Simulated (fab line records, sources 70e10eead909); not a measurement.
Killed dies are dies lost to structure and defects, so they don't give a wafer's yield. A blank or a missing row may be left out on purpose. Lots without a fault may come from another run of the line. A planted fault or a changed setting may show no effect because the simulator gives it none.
Which tool did it? | flow nand_harc | 14 lots, 42 wafers sampled, at 1 step of a route of 1302

WHAT THE GAUGES READ, wafer by wafer
NHARC_A_CONTACT_CD_MEAS_08: target cd 200 nm. Usual: cd_nm 199.8 nm, standard deviation 0.68.
lot  | measured     | on        | cd_nm (nm)        | flag
L911 | day 22 22:45 | cd_sem-02 | 199.7 198.5 199.8 |
L914 | day 23 01:51 | cd_sem-03 | 199.7 199.4 200.0 |
L915 | day 23 16:56 | cd_sem-03 | 199.8 199.6 199.2 |
L916 | day 23 21:53 | cd_sem-01 | 199.8 199.1 200.1 |
L919 | day 25 09:07 | cd_sem-02 | 198.6 198.7 199.5 |
L918 | day 25 13:28 | cd_sem-01 | 199.2 199.7 199.7 |
L920 | day 25 21:04 | cd_sem-03 | 199.5 199.9 200.0 |
L921 | day 27 13:23 | cd_sem-01 | 198.3 198.4 198.7 |
L924 | day 27 21:10 | cd_sem-03 | 200.6 201.2 201.1 |
L928 | day 29 07:25 | cd_sem-02 | 199.8 200.3 200.6 |
L926 | day 29 10:05 | cd_sem-01 | 200.8 199.9 200.5 |
L929 | day 30 02:42 | cd_sem-03 | 200.7 199.1 200.0 |
L933 | day 30 13:14 | cd_sem-02 | 200.8 200.2 199.4 |
L934 | day 31 22:59 | cd_sem-01 | 200.0 200.4 200.3 |

WHICH TOOL RAN EACH LOT (tool, then ch and the chambers of the sampled wafers, then the start)
The record holds no process step before these readings.

WHAT THE TOOLS THEMSELVES READ (means of the sampled wafers that have a number; where no wafer has one, the mark that the record gives instead)
The record holds no such reading with a usual standard deviation.

THE ANSWER, worked out from the rows above alone
Rule: a lot is off if the mean of its wafers that have a number lies more than 3 standard deviations from the usual mean. A lot without any number at a reading at which 4 lots or more have one is off too. The other lots that the step has rows for count as sound. The gauges are gone through in route order, then the tools' own readings, and for those a lot's mean is taken as printed above. The first step at which some lot is off is used, and at that step the reading that is off furthest; a lot without a number counts as furthest.
No lot is off at any reading shown: from this, nothing can be told.

WHAT THE SIMULATOR HAD PUT IN
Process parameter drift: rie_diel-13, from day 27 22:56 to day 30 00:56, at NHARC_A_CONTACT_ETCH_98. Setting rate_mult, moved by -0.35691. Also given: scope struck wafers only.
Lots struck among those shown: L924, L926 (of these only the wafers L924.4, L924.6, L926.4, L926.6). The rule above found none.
